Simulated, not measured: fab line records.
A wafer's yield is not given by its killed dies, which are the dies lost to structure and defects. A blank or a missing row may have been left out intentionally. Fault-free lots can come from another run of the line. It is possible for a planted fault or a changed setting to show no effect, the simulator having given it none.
Which tool did it? ; flow nandHarc ; 7 lots, 21 wafers sampled, at 5 steps of a route of 1302

== WHAT THE GAUGES SHOWED, per wafer ==
NHARC_END_SORT_01.
lot;measured;on;killedAtArray
L864;day 30 20:07;prober-02;63 88 52

== EACH LOT AND THE TOOL THAT RAN IT (in order: tool; ch and the chambers of the sampled wafers; start) ==
lot;NHARC_P_CONTACT_PRE_CLEAN_39;NHARC_A_BONDPAD_PVD_17;NHARC_THIN_TSV_CMP_01;NHARC_THIN_TSV_ETCHBACK_48
L849;pvdSputter-02, day 6 09:50;pvdSputter-01, day 24 00:45 or earlier;cmp-04 ch 0,2,3, day 24 00:45;rieDiel-02 ch 1,2, day 24 04:16
L852;pvdSputter-01, day 7 11:34;pvdSputter-02, day 25 15:47 or earlier;cmp-04 ch 0,2,3, day 25 15:47;rieDiel-02 ch 2,3, day 25 19:17
L853;pvdSputter-02, day 8 03:02;pvdSputter-01, day 26 07:33 or earlier;cmp-01 ch 0,1,2, day 26 07:33;rieDiel-13 ch 0,1,3, day 26 11:08
L855;pvdSputter-01, day 8 22:53;pvdSputter-03, day 26 19:22 or earlier;cmp-01 ch 1,2,3, day 26 19:22;rieDiel-13 ch 0,1,3, day 26 22:56
L864;pvdSputter-03, day 12 19:47;pvdSputter-03, day 30 03:08 or earlier;cmp-04 ch 0,2,3, day 30 03:08;rieDiel-02 ch 1,2,3, day 30 07:06
L866;pvdSputter-02, day 13 09:34;pvdSputter-01, day 31 00:01 or earlier;cmp-01 ch 2,3, day 31 00:01;rieDiel-02 ch 1,3, day 31 03:26
L871;pvdSputter-02, day 15 20:33;pvdSputter-03, day 34 01:41 or earlier;cmp-03 ch 0,1,3, day 34 01:41;rieDiel-13 ch 0,2,3, day 34 05:17
- NHARC_P_CONTACT_PRE_CLEAN_39: time 19.5 s.
- NHARC_A_BONDPAD_PVD_17: deposits TaN, target thk 5 nm, time 8.06 s.
- NHARC_THIN_TSV_CMP_01: polishes.
- NHARC_THIN_TSV_ETCHBACK_48: etches the open film in C4F8/Ar, target depth 1028.5 nm, time 405.17 s.

== THE ANSWER, worked out from the rows above alone ==
Rule: what is usual is taken from the lots themselves. The widest of any qualifying gaps counts: lots, ordered by their means at a reading, are off when they make up no more than a third of the lots, leave a main group of 4 or more, and stand apart from it by 3 or more times the standard deviation of that group's means. A main group is skipped when, at the precision printed for the reading in the tables above, its means are all equal. A lot without any number at a reading at which 4 lots or more have one is off too. All remaining lots with rows at the step are treated as sound.
Nothing can be told from this: no lot is off at any reading shown.

== WHAT HAD BEEN PUT IN BY THE SIMULATOR ==
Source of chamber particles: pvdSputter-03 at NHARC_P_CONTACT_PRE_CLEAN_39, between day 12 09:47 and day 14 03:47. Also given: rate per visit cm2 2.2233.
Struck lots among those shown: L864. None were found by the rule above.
